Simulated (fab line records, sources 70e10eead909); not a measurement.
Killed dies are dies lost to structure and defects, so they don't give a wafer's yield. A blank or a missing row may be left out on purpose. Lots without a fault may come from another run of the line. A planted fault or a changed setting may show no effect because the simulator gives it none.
Chamber matching | flow nand_harc | NHARC_P_CONTACT_CMP_24 on cmp-02: 4 sister chambers
The step polishes, t overpolish 30 s, target thk 200 nm. 8 wafers are shown with their chamber, then 8 later ones without.

WAFERS WITH THEIR CHAMBER
wafer  | chamber | motor_current_A (A) | time_to_endpoint_s (s)
L074.2 | 0       | 16.5                | 41
L077.4 | 0       | 15.3                | 37
L084.2 | 3       | 11.7                | 36
L084.4 | 1       | 10.7                | 37
L088.4 | 2       | 11.4                | 38
L088.5 | 3       | 11.6                | 39
L088.6 | 2       | 11.0                | 41
L092.2 | 1       | 10.6                | 39

WAFERS WITHOUT THEIR CHAMBER
wafer  | motor_current_A (A) | time_to_endpoint_s (s)
L092.5 | 10.6                | 39
L092.6 | 11.5                | 37
L093.4 | 11.9                | 39
L093.5 | 11.8                | 39
L093.6 | 10.3                | 43
L094.2 | 10.7                | 43
L094.3 | 11.9                | 42
L094.4 | 15.9                | 43

WHICH CHAMBER EACH WENT THROUGH
wafer  | from the rows above          | in truth
L092.5 | can't be placed: 1 or 2 or 3 | 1
L092.6 | can't be placed: 3 or 2 or 1 | 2
L093.4 | can't be placed: 3 or 2 or 1 | 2
L093.5 | can't be placed: 3 or 2 or 1 | 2
L093.6 | can't be placed: 1 or 2 or 3 | 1
L094.2 | can't be placed: 2 or 1 or 3 | 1
L094.3 | can't be placed: 2 or 3 or 1 | 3
L094.4 | 0                            | 0
Placed correctly: 1 of 8. Can't be placed from these rows: 7 (the true chamber is among the candidates in 7). Placed wrongly: 0.
How it was worked out, from the rows above alone: a wafer's distance from a chamber is the root of the sum, over the readings, of the square of ((its reading less the chamber's mean) divided by the reading's scatter). The wafer belongs to the nearest chamber; if the next one is less than 2 further off, it can't be placed. A chamber's mean is the mean of its shown wafers. The scatter: the root of (the sum of the squares of (reading less its chamber's mean) over the shown wafers, divided by (wafers less chambers)).
